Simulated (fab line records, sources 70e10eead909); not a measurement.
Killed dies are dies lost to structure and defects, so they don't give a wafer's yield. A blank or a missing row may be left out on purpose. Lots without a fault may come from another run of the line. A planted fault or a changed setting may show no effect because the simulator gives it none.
Chamber matching | flow nand_harc | NHARC_P_M2_PRE_CLEAN_32 on pecvd-04: 3 sister chambers
The step time 12 s. 5 wafers are shown with their chamber, then 8 later ones without.

WAFERS WITH THEIR CHAMBER
wafer  | chamber | heater_power_outer_w (W) | heater_power_w (W)
L078.4 | 0       | 313                      | 567
L084.6 | 1       | 399                      | 628
L085.1 | 1       | 376                      | 595
L085.4 | 2       | 360                      | 642
L091.2 | 2       | 408                      | 693

WAFERS WITHOUT THEIR CHAMBER
wafer  | heater_power_outer_w (W) | heater_power_w (W)
L091.3 | 344                      | 609
L091.6 | 398                      | 715
L093.3 | 357                      | 592
L093.5 | 310                      | 563
L093.6 | 435                      | 768
L096.1 | 350                      | 572
L096.2 | 435                      | 750
L096.4 | 345                      | 563

WHICH CHAMBER EACH WENT THROUGH
wafer  | from the rows above          | in truth
L091.3 | can't be placed: 1 or 0 or 2 | 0
L091.6 | can't be placed: 2 or 1      | 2
L093.3 | can't be placed: 1 or 0 or 2 | 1
L093.5 | 0                            | 0
L093.6 | can't be placed: 2 or 1      | 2
L096.1 | can't be placed: 0 or 1 or 2 | 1
L096.2 | can't be placed: 2 or 1      | 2
L096.4 | can't be placed: 0 or 1      | 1
Placed correctly: 1 of 8. Can't be placed from these rows: 7 (the true chamber is among the candidates in 7). Placed wrongly: 0.
How it was worked out, from the rows above alone: a wafer's distance from a chamber is the root of the sum, over the readings, of the square of ((its reading less the chamber's mean) divided by the reading's scatter). The wafer belongs to the nearest chamber; if the next one is less than 2 further off, it can't be placed. A chamber's mean is the mean of its shown wafers. The scatter: the root of (the sum of the squares of (reading less its chamber's mean) over the shown wafers, divided by (wafers less chambers)).
